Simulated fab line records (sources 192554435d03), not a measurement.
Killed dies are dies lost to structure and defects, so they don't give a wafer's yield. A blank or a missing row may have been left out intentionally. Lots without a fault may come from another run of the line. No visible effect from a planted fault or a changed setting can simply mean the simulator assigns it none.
The tool behind it: which one? -- flow n5Finfet -- at 1 step of a route of 1938, 11 lots with 31 wafers sampled

## WHAT THE GAUGES SHOWED, per wafer
N5_BEOL_M6_RS_MEAS_57: measurement is done with a four-point probe.
lot,measured,on,M6_RS (ohm/sq)
L100,day 8 15:44,filmMetro-02,0.281 0.284
L102,day 8 18:43,filmMetro-01,0.306 0.278 0.284
L106,day 10 02:58,filmMetro-02,0.274 0.278 0.282
L107,day 10 15:17,filmMetro-02,0.287 0.291
L112,day 11 19:56,filmMetro-02,0.283 0.280 0.289
L113,day 12 05:56,filmMetro-02,0.284 0.281 0.283
L116,day 12 17:28,filmMetro-02,0.275 0.275 0.296
L117,day 12 17:44,filmMetro-01,0.284 0.294 0.297
L120,day 14 00:37,filmMetro-02,0.287 0.279 0.278
L119,day 14 01:25,filmMetro-02,0.283 0.284 0.285
L121,day 15 03:46,filmMetro-02,0.275 0.282 0.283

## WHAT TOOL EACH LOT RAN ON (gives the tool, then ch and the chambers of the sampled wafers, and finally the start)
No process step before these readings appears in the record.

## THE ANSWER, worked out from the rows above alone
Rule: usual is defined by the lots themselves. Put in order of their means at a reading, lots are off if they are a third of the lots or fewer, leave a main group of 4 or more, and stand apart from it by a gap of 3 or more times the standard deviation of the main group's means; of several such gaps the widest counts. The tables above print the reading to a certain number of digits; a main group whose means all agree to those digits is not used. Also off: a lot with no number at a reading for which 4 or more lots have one. Where the step has rows for the other lots, those lots are counted as sound.
Nothing can be told from this: no lot is off at any reading shown.

## WHAT HAD BEEN PUT IN BY THE SIMULATOR
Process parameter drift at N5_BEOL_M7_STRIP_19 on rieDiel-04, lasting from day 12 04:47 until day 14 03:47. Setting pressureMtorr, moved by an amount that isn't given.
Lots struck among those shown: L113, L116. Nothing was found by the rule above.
